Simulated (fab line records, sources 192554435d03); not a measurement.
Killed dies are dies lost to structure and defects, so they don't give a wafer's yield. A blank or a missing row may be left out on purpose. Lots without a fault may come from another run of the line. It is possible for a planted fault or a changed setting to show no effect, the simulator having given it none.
fab line records | flow n5Finfet
record: lots: 7 wafers: 39
route steps=1938 shown STI_FIN_REVEAL@190 DUMMY_GATE@250 SD_EPI_N@288 SD_EPI_P@307 HKMG_FIN@412 GATE_CUT@469 BEOL_M4@1111
startH: the number of hours between the record's first day and the start of the first shown wafer of the lot | waitH: time in hours since the lot's previous step | " identical to the entry in the row above | L1.1+2: a single row standing in for several wafers | - either no value or no given start | * or withheld: withheld | < > ~ a bound
route shown NAME@n: a module of which the file shows steps, and the number in the route of the first | usual: average and standard deviation across the fault-free wafers | same: alike in all rows | chamber/n: place in a boat | sites: readings site by site | _std_site: the standard deviation of these | _edge_site: inner sites' mean taken away from outer sites' mean | radiusMm: how far each site lies from the wafer's centre | mask NAME#n: copy n | behind: the tool/chamber that last shaped the wafer | hold: why the lot was held/for how many hours/how that ended | device: whichever transistor did not switch (one of n, p or np) | end of line: the tests these same wafers got at the end of their route | a step given without rows: its recipe and nothing more | killed: count of dies lost to structure and defects at first sort (not the wafer's yield) | map: per-die view of a wafer (x killed, . not killed, _ where there is no die)
set.NAME: setting as actually run; set.NAME@STEP: the setting as run at that earlier step | model.NAME: the simulator's own value behind a step, which no gauge read
lots with deliberately changed settings; one table per step, one row per wafer
== steps ==
step: N5_STI_FIN_REVEAL_ETCHBACK_08
recipe: chemistry: C4F6/O2 target: SiO2 targetDepthA: 305 timeS: 10.167 ionEnergyEv: 250 pressureMtorr: 30 sourceW: 345 biasW: 185 Ar_flow_sccm: 300 C4F6_flow_sccm: 10 O2_flow_sccm: 10
step: N5_DUMMY_GATE_ETCH_42
recipe: chemistry: CHF3/O2 target: SiO2 targetDepthA: 35 timeS: 31 ionEnergyEv: 30 biasW: 12 pressureMtorr: 30 sourceW: 600 Ar_flow_sccm: 200 CHF3_flow_sccm: 50 O2_flow_sccm: 5
step: N5_SD_EPI_N_EPI_21
recipe: material: Si:P dopant: P tempC: 680 pressureTorr: 255 timeS: 690
step: N5_SD_EPI_P_ETCH_36
recipe: chemistry: CF4 target: SiARC targetDepthA: 455 maskMaterial: CAR-ArF-block timeS: 75.8 ionEnergyEv: 80 pressureMtorr: 40 sourceW: 545 biasW: 36 Ar_flow_sccm: 100 cf4FlowSccm: 100 ends: cleared
step: N5_HKMG_FIN_ALD_79
recipe: material: TiN targetThkA: 15 tempC: 400 aldPrecursorFamily: TiCl4 aldCoReactant: NH3 pulseTimeS: 1 purgeTimeS: 3 coReactantPurgeTimeS: 2 coReactantPulseTimeS: 2 aldCycles: 68 pressureTorr: 3
step: N5_GATE_CUT_ETCH_58
recipe: chemistry: CH3F/O2 target: SiNx targetDepthA: 170 timeS: 128.6 ionEnergyEv: 50 pressureMtorr: 30 sourceW: 415 biasW: 21 Ar_flow_sccm: 150 CH3F_flow_sccm: 30 O2_flow_sccm: 20
step: N5_BEOL_M4_RC_MEAS_101
usual: RS_SD_N: 28.5/0.4
columns lot.wafer tool chamber startH waitH set.timeS@STI_FIN_REVEAL_ETCHBACK_08 set.biasW@DUMMY_GATE_ETCH_42 set.tempC@SD_EPI_N_EPI_21 set.biasW@SD_EPI_P_ETCH_36 set.coReactantPulseTimeS@HKMG_FIN_ALD_79 set.biasW@GATE_CUT_ETCH_58 RS_SD_N[ohm/sq]
L076.1 prober-02 0 188.48 0.0 10.167 13.82 680 40.97 2.148 21 28.8
L076.2 " 0 " " 10.167 12 680 36 2 21 28.9
L076.3 " 0 " " 9.628 12 680 40.97 2.148 21 28.4
L076.4 " 0 " " 9.628 12 680 36 2.148 21 29.3
L076.5 " 0 " " 9.628 13.82 680 36 2 21 29.0
L076.6 " 0 " " 10.167 13.82 680 40.97 2 21 28.7
L078.1 prober-02 0 198.04 0.0 10.77 12 680 31.67 2.152 24.12 28.4
L078.2 " 0 " " 10.167 12 676.9 31.67 2 21 30.0
L078.3 " 0 " " 10.77 12 676.9 36 2 24.12 29.5
L078.4 " 0 " " 10.167 12 680 36 2.152 21 27.8
L078.5 " 0 " " 10.167 12 676.9 36 2.152 21 29.9
L078.6 " 0 " " 10.77 12 680 31.67 2 24.12 28.4
L085.1 prober-01 0 242.60 0.0 10.167 10.41 680 42.67 2.218 21 28.0
L085.2 " 0 " " 10.167 12 674.8 42.67 2.218 21 30.5
L085.3 " 0 " " 10.167 12 680 42.67 2 21 28.3
L085.4 " 0 " " 10.167 10.41 680 36 2 21 27.7
L085.5 " 0 " " 10.167 10.41 674.8 36 2.218 21 30.2
L085.6 " 0 " " 10.167 12 674.8 36 2 21 30.5
L089.1 prober-01 0 267.96 0.0 10.167 12 680 36 2 21 28.6
L089.2 " 0 " " 10.69 12 676.5 40.39 2.408 21 30.0
L089.3 " 0 " " 10.69 12 680 36 2 21 28.3
L089.4 " 0 " " 10.167 13.4 680 40.39 2.408 21 28.1
L089.5 " 0 " " 10.167 13.4 676.5 40.39 2 21 30.0
L089.6 " 0 " " 10.69 13.4 676.5 36 2.408 21 30.0
L093.1 prober-02 0 275.12 0.0 9.928 10.71 680 36 2 19.79 28.2
L093.2 " 0 " " 10.167 10.71 676.8 36 2 21 29.5
L093.3 " 0 " " 9.928 10.71 680 40.3 2 19.79 28.7
L093.4 " 0 " " 10.167 12 676.8 36 2 19.79 29.9
L093.5 " 0 " " 9.928 12 676.8 40.3 2 21 30.1
L093.6 " 0 " " 10.167 12 680 40.3 2 21 27.9
L094.1 prober-02 0 308.93 0.0 10.72 12.96 680 36 2 24.81 28.4
L094.2 " 0 " " 10.167 12.96 680 36 2 21 28.5
L094.3 " 0 " " 10.72 12 683.1 36 2 24.81 26.4
L094.4 " 0 " " 10.167 12 680 36 2.22 21 28.4
L094.5 " 0 " " 10.72 12 683.1 36 2.22 24.81 27.0
L094.6 " 0 " " 10.167 12.96 683.1 36 2.22 21 26.8
L097.3 prober-01 0 317.30 0.3 10.167 12 680 36 2 21 28.1
L097.4 " 0 " " 10.167 12 680 36 2 21 28.3
L097.5 " 0 " " 10.167 12 680 36 2 21 28.1
== key ==
split: step: N5_STI_FIN_REVEAL_ETCHBACK_08 setting: timeS statedAs: 10.167
response none clear
split: step: N5_DUMMY_GATE_ETCH_42 setting: biasW statedAs: 12
response none clear
split: step: N5_SD_EPI_N_EPI_21 setting: tempC statedAs: 680
response: step: N5_BEOL_M4_RC_MEAS_101 reading: RS_SD_N slope: -3.31 per: 1% togetherWith: all explained: 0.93
split: step: N5_SD_EPI_P_ETCH_36 setting: biasW statedAs: 36
response none clear
split: step: N5_HKMG_FIN_ALD_79 setting: coReactantPulseTimeS statedAs: 2
response none clear
split: step: N5_GATE_CUT_ETCH_58 setting: biasW statedAs: 21
response none clear
